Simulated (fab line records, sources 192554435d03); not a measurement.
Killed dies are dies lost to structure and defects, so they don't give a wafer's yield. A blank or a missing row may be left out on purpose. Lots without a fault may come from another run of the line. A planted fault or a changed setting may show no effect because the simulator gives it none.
Chamber matching | flow n5_finfet | N5_HKMG_FIN_ALD_74 on ald_hk-03: 4 sister chambers
The step deposits La2O3, target thk 0.5 nm, pulse time 6 s, co reactant pulse time 1 s. 8 wafers are shown with their chamber, then 7 later ones without.

WAFERS WITH THEIR CHAMBER
wafer  | chamber | heater_power_w (W) | precursor_pulse_height_rel
L077.6 | 2       | 375                | 1.033
L079.6 | 2       | 378                | 0.988
L086.5 | 0       | 315                | 0.975
L088.1 | 1       | 313                | 1.000
L088.3 | 3       | 352                | 0.996
L088.5 | 0       | 304                | 0.951
L090.1 | 1       | 308                | 1.015
L090.3 | 3       | 344                | 0.951

WAFERS WITHOUT THEIR CHAMBER
wafer  | heater_power_w (W) | precursor_pulse_height_rel
L090.4 | 376                | 1.007
L095.2 | 317                | 1.006
L095.3 | 313                | 1.005
L095.4 | 366                | 0.994
L097.1 | 373                | 0.989
L097.5 | 355                | 0.974
L097.6 | 310                | 1.007

WHICH CHAMBER EACH WENT THROUGH
wafer  | from the rows above     | in truth
L090.4 | 2                       | 2
L095.2 | can't be placed: 1 or 0 | 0
L095.3 | can't be placed: 1 or 0 | 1
L095.4 | can't be placed: 2 or 3 | 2
L097.1 | 2                       | 2
L097.5 | 3                       | 3
L097.6 | can't be placed: 1 or 0 | 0
Placed correctly: 3 of 7. Can't be placed from these rows: 4 (the true chamber is among the candidates in 4). Placed wrongly: 0.
How it was worked out, from the rows above alone: a wafer's distance from a chamber is the root of the sum, over the readings, of the square of ((its reading less the chamber's mean) divided by the reading's scatter). The wafer belongs to the nearest chamber; if the next one is less than 2 further off, it can't be placed. A chamber's mean is the mean of its shown wafers. The scatter: the root of (the sum of the squares of (reading less its chamber's mean) over the shown wafers, divided by (wafers less chambers)).
